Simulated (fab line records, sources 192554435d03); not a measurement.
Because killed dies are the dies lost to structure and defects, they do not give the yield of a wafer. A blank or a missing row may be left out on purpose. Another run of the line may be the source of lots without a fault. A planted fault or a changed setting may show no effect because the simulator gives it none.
fab line records	flow n5-finfet
record: lots: 6	wafers: 18	last-day: 19
route steps=1938 shown BEOL_M9@1435 PASSIVATION@1936
lots untouched by any fault: they come from a run of this same line in which no faults occurred
start-h: start of the lot's first displayed wafer, in hours after the record's first day	wait-h: how many hours have passed since the lot's step before this one	" repeats the value in the row above	L1.1+2: a single row standing in for several wafers	- no value, or no start was given	* or withheld: withheld	< > ~ a bound
route shown NAME@n: NAME is a module with steps in the file, n the number in the route of the first one	usual: average and standard deviation across the fault-free wafers	same: alike in all rows	chamber/n: place in a boat	sites: readings site by site	_std_site: the standard deviation of these	_edge_site: the outer-site mean with the inner-site mean subtracted	radius-mm: how far each site lies from the wafer's centre	mask NAME#n: copy n	behind: the most recent tool/chamber to have shaped the wafer	hold: why the lot was held/for how many hours/how that ended	device: transistor that didn't switch, given as n, p or np	end of line: at the end of the route, the tests of the same wafers	where a step has no rows: the recipe by itself	killed: dies lost to structure and defects at the first sort, not the wafer's yield	map: a wafer's dies, marking killed ones x, the rest . and places with no die _
set.NAME: the setting the step ran with; set.NAME@STEP: the setting that earlier step ran with	model.NAME: the simulator's own value behind a step, which no gauge read
lots at some steps of the route; a table a step, a row a wafer
services: when a tool's chamber went out of use (start-h, in hours from the record's first day, below 0 if earlier), for how many hours, and the reason
== steps ==
step: N5_BEOL_M9_OVL_MEAS_29
recipe: points-per-wafer: 522
usual: V8_OVL: 0.1/0.66
lot.wafer	tool	chamber	start-h	wait-h	V8_OVL[nm]
L491.1	overlay-02	0	206.04	0.0	-0.5
L491.4	"	0	"	"	-0.4
L491.6	"	0	"	"	0.5
L496.1	overlay-01	0	240.72	0.0	0.1
L496.2	"	0	"	"	0.8
L496.5	"	0	"	"	1.4
L506.1	overlay-02	0	314.72	0.0	0.4
L506.2	"	0	"	"	0.1
L506.4	"	0	"	"	-0.3
L511.2	overlay-02	0	336.36	0.0	-0.7
L511.5	"	0	"	"	-2.2
L511.6	"	0	"	"	-1.3
L513.2	overlay-01	0	362.60	0.0	0.3
L513.3	"	0	"	"	0.7
L513.4	"	0	"	"	0.4
L514.1	overlay-02	0	373.65	0.0	0.1
L514.3	"	0	"	"	0.1
L514.4	"	0	"	"	0.0
step: N5_BEOL_M9_INSPECT_30
recipe: mode: adi	inspect-instrument: brightfield
usual: raw-defect-count: 401/89
lot.wafer	tool	chamber	start-h	wait-h	raw-defect-count
L491.1	defect-inspect-01	-	206.10	0.1	418
L491.4	"	-	"	"	586
L491.6	"	-	"	"	376
L496.1	defect-inspect-01	-	240.78	0.1	582
L496.2	"	-	"	"	637
L496.5	"	-	"	"	682
L506.1	defect-inspect-01	-	314.77	0.1	406
L506.2	"	-	"	"	315
L506.4	"	-	"	"	426
L511.2	defect-inspect-02	-	336.41	0.0	435
L511.5	"	-	"	"	431
L511.6	"	-	"	"	570
L513.2	defect-inspect-01	-	362.65	0.0	483
L513.3	"	-	"	"	471
L513.4	"	-	"	"	368
L514.1	defect-inspect-01	-	373.71	0.1	314
L514.3	"	-	"	"	413
L514.4	"	-	"	"	514
step: N5_BEOL_M9_DESCUM_33
recipe: chemistry: O2	time-s: 7	source-power-w: 50	bias-power-w: 20	pressure-mtorr: 20	rf-frequency-hz: 2.712e+07	temp-c: 40	resist: CAR-EUV	o2-flow-sccm: 225
usual: drypump-motor-current-A: 5.8/0.39	o2-flow-sccm: 224.9/0.66	oes-product-au: 0.75/0.056	rf-vpp-V: 243.4/1.2	showerhead-plenum-p-Torr: 2.11/0.055	throttle-valve-pct: 20.50/0.13
lot.wafer	tool	chamber	start-h	wait-h	drypump-motor-current-A	o2-flow-sccm	oes-product-au	rf-hours-counter-h	rf-vpp-V	showerhead-plenum-p-Torr	throttle-valve-pct
L491.1	rie-diel-03	1	206.13	0.0	6.1	224.6	0.87	44	242.2	2.05	20.34
L491.4	"	0	"	"	6.3	224.5	0.73	212	243.9	2.06	20.41
L491.6	"	3	"	"	5.6	225.2	0.70	-	244.4	2.07	20.55
L496.1	rie-diel-04	3	240.93	0.2	6.5	225.9	0.69	191	244.2	2.09	20.45
L496.2	"	0	"	"	5.4	224.7	0.83	80	244.2	2.22	20.31
L496.5	"	2	"	"	6.5	224.4	0.72	-	242.3	2.07	20.39
L506.1	rie-diel-03	3	314.81	0.0	5.6	225.2	0.68	244	242.8	2.06	20.58
L506.2	"	1	"	"	6.1	225.3	0.83	72	242.3	2.04	20.38
L506.4	"	0	"	"	6.4	225.1	0.71	242	243.4	2.05	20.46
L511.2	rie-diel-03	0	336.45	0.0	6.3	225.2	0.70	248	242.0	2.05	20.48
L511.5	"	1	"	"	6.0	225.3	0.81	-	242.5	2.04	20.39
L511.6	"	0	"	"	6.3	224.8	0.69	-	244.2	2.05	20.49
L513.2	rie-diel-05	1	362.68	0.0	5.8	225.6	0.69	222	244.5	2.16	20.58
L513.3	"	3	"	"	5.8	224.4	0.80	109	245.0	2.19	20.47
L513.4	"	0	"	"	5.2	225.5	0.75	-	243.3	2.09	20.71
L514.1	rie-diel-03	2	373.75	0.0	5.5	224.9	0.70	241	241.9	2.07	20.37
L514.3	"	3	"	"	5.6	224.8	0.95	5	241.6	2.06	20.27
L514.4	"	1	"	"	6.0	224.6	0.80	-	242.0	2.03	20.42
step: N5_BEOL_M9_ETCH_76
recipe: chemistry: N2/H2	target: underlayer	target-depth-a: 65	mask-material: CAR-EUV	time-s: 5.2	ion-energy-ev: 200	pressure-mtorr: 30	source-w: 840	bias-w: 150	n2-flow-sccm: 200	h2-flow-sccm: 200	ends: cleared
usual: drypump-motor-current-A: 5.8/0.39	etch-rf-on-time-s: 5.19/0.088	oes-product-au: 0.63/0.049	rf-vpp-V: 524.5/2.2	showerhead-plenum-p-Torr: 2.56/0.07	throttle-valve-pct: 17.96/0.15
lot.wafer	tool	chamber	start-h	wait-h	drypump-motor-current-A	etch-rf-on-time-s	oes-product-au	rf-hours-counter-h	rf-vpp-V	showerhead-plenum-p-Torr	throttle-valve-pct
L491.1	rie-diel-03	1	206.17	0.0	6.1	5.02	0.75	44	521.2	2.48	17.82
L491.4	"	0	"	"	6.3	5.15	0.61	212	521.6	2.51	17.88
L491.6	"	3	"	"	5.6	5.14	0.58	-	524.0	2.52	17.97
L496.1	rie-diel-04	3	240.96	0.0	6.5	5.40	0.58	191	523.6	2.53	17.87
L496.2	"	0	"	"	5.5	5.14	0.69	80	526.8	2.69	17.68
L496.5	"	2	"	"	6.5	5.31	0.61	-	524.9	2.52	17.90
L506.1	rie-diel-03	3	314.84	0.0	5.6	5.20	0.58	244	523.3	2.50	18.02
L506.2	"	1	"	"	6.0	5.07	0.71	72	520.3	2.47	17.90
L506.4	"	0	"	"	6.4	5.15	0.60	242	525.2	2.50	17.93
L511.2	rie-diel-03	0	336.48	0.0	6.4	5.12	0.60	248	524.1	2.49	17.93
L511.5	"	1	"	"	6.1	5.04	0.70	-	521.7	2.47	17.90
L511.6	"	0	"	"	6.4	5.15	0.60	-	520.6	2.49	17.97
L513.2	rie-diel-05	1	362.72	0.0	5.8	5.25	0.59	222	526.7	2.62	18.01
L513.3	"	3	"	"	5.7	5.16	0.66	109	525.8	2.68	17.99
L513.4	"	0	"	"	5.2	5.25	0.64	-	522.7	2.54	18.28
L514.1	rie-diel-03	2	373.78	0.0	5.5	5.18	0.59	241	524.2	2.50	17.79
L514.3	"	3	"	"	5.6	5.25	0.80	5	523.3	2.50	17.60
L514.4	"	1	"	"	6.1	5.15	0.68	-	521.8	2.46	17.91
step: N5_BEOL_M9_ETCH_65
recipe: chemistry: CF4	target: SiARC	target-depth-a: 156	mask-material: CAR-EUV	time-s: 26	ion-energy-ev: 80	pressure-mtorr: 40	source-w: 545	bias-w: 36	Ar_flow_sccm: 100	cf4-flow-sccm: 100	ends: cleared
usual: cf4-flow-sccm: 100.0/0.31	drypump-motor-current-A: 5.8/0.39	etch-rf-on-time-s: 26.0/0.41	oes-product-au: 0.64/0.049	rf-vpp-V: 184.2/0.93	showerhead-plenum-p-Torr: 2.15/0.053	throttle-valve-pct: 15.68/0.15
lot.wafer	tool	chamber	start-h	wait-h	cf4-flow-sccm	drypump-motor-current-A	etch-rf-on-time-s	oes-product-au	rf-hours-counter-h	rf-vpp-V	showerhead-plenum-p-Torr	throttle-valve-pct
L491.1	rie-diel-03	1	206.18	0.0	99.8	6.0	25.1	0.74	44	182.8	2.09	15.41
L491.4	"	0	"	"	100.3	6.3	25.6	0.62	212	183.8	2.12	15.71
L491.6	"	3	"	"	100.0	5.6	25.9	0.60	-	184.7	2.12	15.77
L496.1	rie-diel-04	3	240.98	0.0	99.7	6.5	26.5	0.59	191	182.7	2.13	15.60
L496.2	"	0	"	"	99.8	5.4	25.5	0.71	80	184.2	2.25	15.40
L496.5	"	2	"	"	99.8	6.5	26.1	0.61	-	182.6	2.12	15.62
L506.1	rie-diel-03	3	314.86	0.0	99.9	5.6	26.2	0.57	244	183.7	2.11	15.82
L506.2	"	1	"	"	99.4	6.0	25.6	0.71	72	183.7	2.08	15.47
L506.4	"	0	"	"	99.6	6.4	26.1	0.60	242	183.8	2.11	15.75
L511.2	rie-diel-03	0	336.50	0.0	100.0	6.3	25.6	0.61	248	184.3	2.10	15.78
L511.5	"	1	"	"	100.1	6.0	25.3	0.70	-	183.8	2.08	15.47
L511.6	"	0	"	"	100.4	6.3	25.7	0.60	-	183.2	2.10	15.77
L513.2	rie-diel-05	1	362.73	0.0	99.7	5.8	26.4	0.59	222	185.4	2.20	15.79
L513.3	"	3	"	"	100.3	5.7	25.7	0.67	109	185.6	2.23	15.65
L513.4	"	0	"	"	100.1	5.2	26.3	0.64	-	182.9	2.14	15.88
L514.1	rie-diel-03	2	373.80	0.0	100.1	5.4	25.8	0.59	241	183.6	2.11	15.60
L514.3	"	3	"	"	99.4	5.6	26.1	0.81	5	183.2	2.10	15.36
L514.4	"	1	"	"	99.7	6.0	25.4	0.69	-	182.7	2.07	15.51
step: N5_BEOL_M9_ETCH_66
recipe: chemistry: N2/H2	target: SOC	target-depth-a: 800	overetch-a: 160	mask-material: SiARC	temp-c: 40	time-s: 120	ion-energy-ev: 200	pressure-mtorr: 30	source-w: 840	bias-w: 150	n2-flow-sccm: 200	h2-flow-sccm: 200
usual: drypump-motor-current-A: 5.8/0.39	oes-product-au: 0.57/0.04	rf-vpp-V: 524.5/2.1	showerhead-plenum-p-Torr: 2.56/0.07	throttle-valve-pct: 17.92/0.15
lot.wafer	tool	chamber	start-h	wait-h	drypump-motor-current-A	oes-product-au	rf-hours-counter-h	rf-vpp-V	showerhead-plenum-p-Torr	throttle-valve-pct
L491.1	rie-diel-03	1	206.21	0.0	6.0	0.65	44	523.0	2.48	17.79
L491.4	"	0	"	"	6.4	0.56	212	522.3	2.51	17.85
L491.6	"	3	"	"	5.6	0.53	-	523.6	2.52	17.93
L496.1	rie-diel-04	3	241.01	0.0	6.5	0.53	191	523.2	2.53	17.84
L496.2	"	0	"	"	5.4	0.62	80	528.1	2.68	17.67
L496.5	"	2	"	"	6.5	0.55	-	521.6	2.52	17.88
L506.1	rie-diel-03	3	314.89	0.0	5.6	0.52	244	523.1	2.50	17.99
L506.2	"	1	"	"	6.0	0.63	72	522.0	2.47	17.83
L506.4	"	0	"	"	6.4	0.54	242	522.3	2.50	17.89
L511.2	rie-diel-03	0	336.53	0.0	6.4	0.53	248	523.8	2.49	17.89
L511.5	"	1	"	"	6.0	0.62	-	522.2	2.47	17.84
L511.6	"	0	"	"	6.4	0.54	-	522.3	2.49	17.90
L513.2	rie-diel-05	1	362.76	0.0	5.8	0.53	222	525.6	2.62	17.95
L513.3	"	3	"	"	5.7	0.59	109	529.6	2.68	17.94
L513.4	"	0	"	"	5.2	0.57	-	522.8	2.54	18.23
L514.1	rie-diel-03	2	373.82	0.0	5.5	0.53	241	522.6	2.50	17.77
L514.3	"	3	"	"	5.6	0.72	5	522.5	2.50	17.61
L514.4	"	1	"	"	6.0	0.61	-	522.3	2.46	17.87
step: N5_BEOL_M9_STRIP_69
recipe: chemistry: N2/H2	temp-c: 40	n2-flow-sccm: 200	h2-flow-sccm: 200	rf-frequency-hz: 6e+07
step: N5_BEOL_M9_STRIP_77
recipe: chemistry: N2/H2	temp-c: 40	n2-flow-sccm: 200	h2-flow-sccm: 200	rf-frequency-hz: 6e+07
step: N5_BEOL_M9_VIA_ETCH_34
recipe: chemistry: C4F6/O2	target: SiCOH_lowk	target-depth-a: 1824	mask-material: SOC	taper-deg: 4	time-s: 68.4	ion-energy-ev: 250	pressure-mtorr: 30	source-w: 345	bias-w: 185	Ar_flow_sccm: 300	C4F6_flow_sccm: 10	O2_flow_sccm: 10
step: N5_BEOL_M9_STRIP_73
recipe: chemistry: C4F6/O2	resist: SiARC	rf-frequency-hz: 6e+07
step: N5_BEOL_M9_STRIP_36
recipe: chemistry: N2/H2	power-w: 450	temp-c: 40	pressure-mtorr: 20	rf-frequency-hz: 6e+07	overash-fraction: 0.3	bias-power-w: 7	h2-frac: 0.5	n2-flow-sccm: 200	h2-flow-sccm: 200
step: N5_BEOL_M9_TRENCH_ETCH_37
recipe: chemistry: C4F6/O2	target-depth-a: 1514.3	target: SiCOH_lowk	time-s: 49	ion-energy-ev: 250	pressure-mtorr: 30	source-w: 345	bias-w: 185	Ar_flow_sccm: 300	C4F6_flow_sccm: 10	O2_flow_sccm: 10
usual: C4F6_flow_sccm: 9.999/0.029	O2_flow_sccm: 10.001/0.03	drypump-motor-current-A: 5.8/0.39	oes-product-au: 0.74/0.057	rf-vpp-V: 666/4.3	showerhead-plenum-p-Torr: 2.86/0.072	throttle-valve-pct: 20.98/0.16
lot.wafer	tool	chamber	start-h	wait-h	C4F6_flow_sccm	O2_flow_sccm	drypump-motor-current-A	oes-product-au	rf-hours-counter-h	rf-vpp-V	showerhead-plenum-p-Torr	throttle-valve-pct
L491.1	rie-diel-03	1	-	-	10.012	10.038	6.1	0.87	44	663	2.77	20.76
L491.4	"	0	"	"	9.968	10.055	6.4	0.73	212	664	2.81	20.90
L491.6	"	3	"	"	9.975	10.023	5.6	0.70	-	673	2.82	21.06
L496.1	rie-diel-04	3	-	-	9.994	10.006	6.4	0.69	191	658	2.83	20.93
L496.2	"	0	"	"	9.945	9.958	5.4	0.84	80	668	2.99	20.71
L496.5	"	2	"	"	9.961	10.034	6.5	0.72	-	664	2.82	20.85
L506.1	rie-diel-03	3	-	-	10.009	9.956	5.6	0.68	244	674	2.81	21.10
L506.2	"	1	"	"	9.979	9.969	6.0	0.83	72	664	2.76	20.78
L506.4	"	0	"	"	9.989	10.005	6.4	0.70	242	664	2.79	20.97
L511.2	rie-diel-03	0	-	-	10.010	10.004	6.3	0.70	249	665	2.79	20.98
L511.5	"	1	"	"	10.011	9.972	6.0	0.82	-	664	2.76	20.79
L511.6	"	0	"	"	10.028	10.001	6.3	0.70	-	665	2.79	20.96
L513.2	rie-diel-05	1	-	-	10.002	9.977	5.8	0.68	223	663	2.93	21.05
L513.3	"	3	"	"	10.013	10.016	5.7	0.79	109	669	2.97	21.01
L513.4	"	0	"	"	10.023	9.999	5.2	0.74	-	664	2.86	21.29
L514.1	rie-diel-03	2	-	-	9.970	9.963	5.5	0.69	241	663	2.80	20.81
L514.3	"	3	"	"	9.998	10.089	5.6	0.95	5	660	2.80	20.79
L514.4	"	1	"	"	10.011	9.951	6.0	0.81	-	663	2.75	20.83
step: N5_BEOL_M9_ETCH_41
recipe: chemistry: CH3F/O2	target: SiCN	target-depth-a: 366	taper-deg: 2	time-s: 70.1	ion-energy-ev: 120	mask-material: TiN	pressure-mtorr: 30	source-w: 395	bias-w: 75	Ar_flow_sccm: 150	CH3F_flow_sccm: 30	O2_flow_sccm: 20
usual: O2_flow_sccm: 19.99/0.059	drypump-motor-current-A: 5.8/0.39	oes-product-au: 0.74/0.056	rf-vpp-V: 297.6/1.4	showerhead-plenum-p-Torr: 2.01/0.053	throttle-valve-pct: 16.39/0.15
lot.wafer	tool	chamber	start-h	wait-h	O2_flow_sccm	drypump-motor-current-A	oes-product-au	rf-hours-counter-h	rf-vpp-V	showerhead-plenum-p-Torr	throttle-valve-pct	model.etch.depth-nm
L491.1	rie-diel-03	1	206.45	-	19.97	6.0	0.88	44	296.0	1.95	16.12	27.42
L491.4	"	0	"	"	20.00	6.4	0.73	212	297.1	1.97	16.37	26.61
L491.6	"	3	"	"	20.07	5.6	0.70	-	296.6	1.98	16.48	26.98
L496.1	rie-diel-04	3	241.25	-	20.04	6.5	0.69	191	297.5	1.99	16.32	25.89
L496.2	"	0	"	"	19.91	5.4	0.82	80	300.8	2.11	16.13	26.61
L496.5	"	2	"	"	19.91	6.5	0.71	-	296.6	1.98	16.29	26.15
L506.1	rie-diel-03	3	315.13	-	19.87	5.6	0.68	244	298.3	1.97	16.54	26.77
L506.2	"	1	"	"	19.93	6.0	0.84	73	295.8	1.94	16.17	27.42
L506.4	"	0	"	"	20.08	6.4	0.71	242	296.0	1.96	16.43	26.53
L511.2	rie-diel-03	0	336.77	-	20.05	6.4	0.69	249	297.6	1.96	16.43	26.08
L511.5	"	1	"	"	20.05	6.0	1.10	-	296.1	1.94	16.20	41.19
L511.6	"	0	"	"	20.02	6.3	0.70	-	297.2	1.96	16.44	26.36
L513.2	rie-diel-05	1	363.01	-	19.96	5.8	0.68	223	297.6	2.06	16.48	26.05
L513.3	"	3	"	"	19.96	5.7	0.78	109	298.0	2.10	16.39	26.79
L513.4	"	0	"	"	20.00	5.2	0.74	-	298.2	2.01	16.62	26.11
L514.1	rie-diel-03	2	374.07	-	19.91	5.5	0.92	241	296.3	1.97	16.30	40.68
L514.3	"	3	"	"	19.96	5.6	1.25	5	296.4	1.96	16.13	40.21
L514.4	"	1	"	"	19.94	6.0	0.80	-	296.4	1.93	16.21	27.09
step: N5_BEOL_M9_STRIP_80
recipe: chemistry: N2/H2	time-s: 10	power-w: 450	temp-c: 40	pressure-mtorr: 20	rf-frequency-hz: 6e+07	bias-power-w: 7	n2-flow-sccm: 200	h2-flow-sccm: 200
step: N5_PASSIVATION_PROBE_49
usual: defect-limited-yield: 90.9/1.3	killed_at_M0_to_M3: 35/10	killed_at_M4_up: 15/5.7	killed-at-contacts: 14/6.4	killed-at-front-end: 40/11	killed-at-other: 4/3.1	killed-dies: 108/16	killed-open: 71/11	killed-short: 34/7.7	sort_bin_5_function: 5.4/0.9	sort_bin_6_memory: 3.4/0.61	sort-n-pass: 1072/16	sort-yield-pct: 90.9/1.3
same: gross-dies: 1180	killed-at-back-side: 0	sort_bin_4_leakage[%]: 0	sort_bin_8_speed[%]: 0
lot.wafer	tool	chamber	start-h	wait-h	defect-limited-yield[%]	killed_at_M0_to_M3	killed_at_M4_up	killed-at-contacts	killed-at-front-end	killed-at-other	killed-dies	killed-open	killed-short	sort_bin_5_function[%]	sort_bin_6_memory[%]	sort-n-pass	sort-yield-pct[%]
L491.1	prober-01	-	264.75	0.0	90.3	37	15	33	23	7	115	77	36	5.7	4.0	1065	90.3
L491.4	prober-01	-	264.90	0.2	91.0	24	15	17	48	2	106	82	24	5.4	3.3	1074	91.0
L491.6	prober-01	-	265.00	0.3	91.8	32	12	23	26	4	97	67	30	5.1	3.1	1083	91.8
L496.1	prober-01	-	295.33	0.0	92.5	32	15	8	34	0	89	64	25	4.7	2.7	1091	92.5
L496.2	prober-01	-	295.38	0.1	91.0	34	20	7	41	4	106	73	32	5.8	3.0	1074	91.0
L496.5	prober-01	-	295.53	0.2	90.3	48	27	15	22	2	114	91	22	5.4	4.0	1066	90.3
killed by level:class
L491.1 MOL_CONTACT_COAG:geometric-particle:open=31 BEOL_M0_SAQP:geometric-particle:open=12 BEOL_M0_SAQP:geometric-particle:short=10 BEOL_M4:geometric-particle:open=8 FIN_SAQP:geometric-particle:short=6 BEOL_M2:geometric-particle:open=5 FIN_SAQP:geometric-particle:open=4 STARTING-WAFER:geometric-particle:short=4
L491.4 FIN_SAQP:geometric-particle:open=14 MOL_CONTACT_COAG:geometric-particle:open=14 STI_FIN_REVEAL:geometric-particle:open=11 BEOL_M1:geometric-particle:open=8 GATE_CUT:geometric-particle:open=8 BEOL_M0_SAQP:geometric-particle:short=6 STARTING-WAFER:geometric-particle:open=5 BEOL_M0_SAQP:geometric-particle:open=5
L491.6 MOL_CONTACT_COAG:geometric-particle:open=19 BEOL_M0_SAQP:geometric-particle:short=10 BEOL_M0_SAQP:geometric-particle:open=9 BEOL_M1:geometric-particle:open=7 FIN_SAQP:geometric-particle:open=5 DUMMY_GATE:geometric-particle:open=5 BEOL_M2:geometric-particle:open=5 MOL_CONTACT_COAG:geometric-particle:short=4
L496.1 BEOL_M4:geometric-particle:open=10 BEOL_M3:geometric-particle:open=9 STI_FIN_REVEAL:geometric-particle:open=7 FIN_SAQP:geometric-particle:open=6 MOL_CONTACT_COAG:geometric-particle:open=6 BEOL_M2:geometric-particle:open=6 BEOL_M1:geometric-particle:open=5 ILD0:geometric-particle:open=4
L496.2 FIN_SAQP:geometric-particle:open=15 BEOL_M4:geometric-particle:open=12 FIN_SAQP:geometric-particle:short=11 BEOL_M1:geometric-particle:open=8 BEOL_M3:geometric-particle:open=8 MOL_CONTACT_COAG:geometric-particle:open=6 BEOL_M0_SAQP:geometric-particle:short=6 BEOL_M2:geometric-particle:open=4
L496.5 BEOL_M4:geometric-particle:open=16 BEOL_M2:geometric-particle:open=15 MOL_CONTACT_COAG:geometric-particle:open=11 FIN_SAQP:geometric-particle:open=8 BEOL_M3:geometric-particle:open=8 BEOL_M1:geometric-particle:open=8 BEOL_M3:geometric-particle:short=7 STI_FIN_REVEAL:geometric-particle:open=5
== services ==
tool	chamber	start-h	hours	kind
rie-diel-03	1	235.73	2.8	repair
rie-diel-03	-	252.66	2.8	pm
rie-diel-04	3	264.39	11.2	repair
rie-diel-04	0	290.08	9.8	repair
rie-diel-03	3	308.45	5.8	repair
rie-diel-05	2	328.85	3.0	repair
rie-diel-03	3	334.88	-	clean
rie-diel-03	3	334.88	-	consumable-replace:esc
rie-diel-03	3	334.88	-	consumable-replace:focus-ring
rie-diel-03	3	334.88	25.6	scheduled-down
rie-diel-03	3	334.88	25.6	vent-cycle
rie-diel-05	1	340.18	4.2	repair
rie-diel-04	2	349.86	-	clean
rie-diel-04	2	349.86	-	consumable-replace:focus-ring
rie-diel-04	2	349.86	25.0	scheduled-down
rie-diel-04	2	349.86	25.0	vent-cycle
rie-diel-05	2	352.59	-	clean
rie-diel-05	2	352.59	-	consumable-replace:focus-ring
rie-diel-05	2	352.59	24.2	scheduled-down
rie-diel-05	2	352.59	24.2	vent-cycle
rie-diel-03	0	355.67	52.1	repair
== key ==
first-sign: step: N5_BEOL_M9_ETCH_41	reading: oes-product-au	direction: up	sigmas: 6.2	usual: 0.74	struck: 1.09
effect none on later readings
model-effect: step: N5_BEOL_M9_ETCH_41	value: etch.depth-nm	without: 26.7	struck: 40.69
met-at N5_BEOL_M9_ETCH_41
struck-wafers L511.5,L514.1,L514.3
onset-between 315.13 336.77
fault: kind: process-parameter-drift	tool: rie-diel-03	chamber: -	onset-h: 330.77	steps: N5_BEOL_M9_ETCH_41	channel: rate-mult	offset: 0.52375	shape: step	end-h: 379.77	scope: struck-wafers-only
